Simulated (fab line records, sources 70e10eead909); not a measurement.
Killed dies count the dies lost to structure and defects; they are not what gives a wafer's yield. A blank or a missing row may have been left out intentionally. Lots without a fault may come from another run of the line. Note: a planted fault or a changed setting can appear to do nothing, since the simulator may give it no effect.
A lot that was struck, set against a sound lot ; flow nand-harc ; 15 steps out of a route of 1159
Sound: wafers L636.1, L636.2, L636.6. Struck: wafer L641.6; the same lot's L641.1 was not struck, so it is left out; see the end for the cause.
Each step with rows lists, per side, the tool, then ch with its chambers, then its first start. Under that, the readings that differ: sound wafers ; struck wafers ; difference of the means ; sigmas: that difference in standard deviations of wafers without a fault.
alike: words and numbers the same on both sides, and readings whose means are apart by under 2 such deviations; not compared: readings that were withheld, readings missing a value for some wafer, numbers with overlapping values and no deviation given by the record, and bounds like >300 which may hide the same value.
Wherever a step has rows on one side only, a row that says differs or no value, or a row with sigmas, the two part there. Numbers that don't overlap but have no deviation are shown without sigmas and don't part them. A reading missing from all wafers of one side parts the sides only when that side holds two or more wafers.

first, 6 steps without rows for these wafers: NHARC_P_CONTACT_COAT_06 (resist thk 90 nm); NHARC_P_CONTACT_SOFTBAKE_07 (time 55 s); NHARC_P_CONTACT_EBR_08; NHARC_P_CONTACT_EXPOSE_09 (exposes mask P CA, target cd 90 nm); NHARC_P_CONTACT_PEB_10 (peb time 65 s); NHARC_P_CONTACT_DEVELOP_11 (develop time 35 s).
NHARC_P_CONTACT_CD_MEAS_12 targets a cd of 90 nm.
  sound on cd-sem-02 ch 0, day 6 04:44; struck on cd-sem-02 ch 0, day 7 09:18
reading;sound;struck;difference;sigmas
cd-nm (nm);91.4 90.2 91.8;89.1;-2.0;-2
NHARC_P_CONTACT_OVL_MEAS_13:
  sound on overlay-02, day 6 04:49; struck on overlay-01, day 7 09:23
  alike: overlay-x-nm, overlay-y-nm
NHARC_P_CONTACT_INSPECT_14:
  sound on defect-inspect-01, day 6 04:52; struck on defect-inspect-02, day 7 09:26
  alike: raw-defect-count
NHARC_P_CONTACT_DESCUM_17: chemistry O2, time 3 s.
  sound on rie-diel-08 ch 1,2, day 6 04:55; struck on rie-diel-01 ch 1, day 7 09:30
reading;sound;struck;difference;sigmas
drypump-motor-current-A (A);6.3 6.5 6.3;5.3;-1.1;-3
throttle-valve-pct (%);11.318 11.297 11.314;11.288;-0.022;-2
  alike: oes-product-au, rf-vpp-V, showerhead-plenum-p-Torr
  not compared: rf-hours-counter-h
NHARC_P_CONTACT_ETCH_35: etches the open film in CF4, target depth 39 nm, time 65 s.
  sound on rie-diel-08 ch 0,1,2, day 6 05:01; struck on rie-diel-01 ch 2, day 7 09:35
  alike: drypump-motor-current-A, oes-product-au, rf-vpp-V, run-length-s, showerhead-plenum-p-Torr, throttle-valve-pct
  not compared: rf-hours-counter-h
NHARC_P_CONTACT_ETCH_36: etches the open film in N2/H2, target depth 260 nm, time 406.25 s.
  sound on rie-diel-08 ch 0,2; struck on rie-diel-01 ch 3
  alike: drypump-motor-current-A, h2-flow-sccm, oes-product-au, rf-vpp-V, run-length-s, showerhead-plenum-p-Torr, throttle-valve-pct
  not compared: rf-hours-counter-h
NHARC_P_CONTACT_ETCH_18: etches the open film in C4F8/O2/Ar, target depth 481 nm, time 240.5 s.
  sound on rie-diel-08 ch 1,2,3, day 6 05:26; struck on rie-diel-01 ch 0, day 7 10:01
reading;sound;struck;difference;sigmas
run-length-s (s);261.4 262.2 261.8;203.6;-58.2;-99 or more
  alike: oes-product-au, rf-vpp-V
  not compared: rf-hours-counter-h
then, 1 step without rows for these wafers: NHARC_P_CONTACT_STRIP_37 (strips in C4F8/O2/Ar).
-- jump in the record: it breaks off in module P_CONTACT and resumes in module END (first step shown: number 1159 of the route), and 14 days separate the struck wafers' starts before and after --
NHARC_END_SORT_01:
  at this point the record logs the struck wafers (prober-01 ch 0, day 21 11:17) and has no rows for the sound ones

== WHERE THEY PART ==
First at NHARC_P_CONTACT_CD_MEAS_12; last, within this record, at NHARC_END_SORT_01.

WHY: whatever the simulator had introduced
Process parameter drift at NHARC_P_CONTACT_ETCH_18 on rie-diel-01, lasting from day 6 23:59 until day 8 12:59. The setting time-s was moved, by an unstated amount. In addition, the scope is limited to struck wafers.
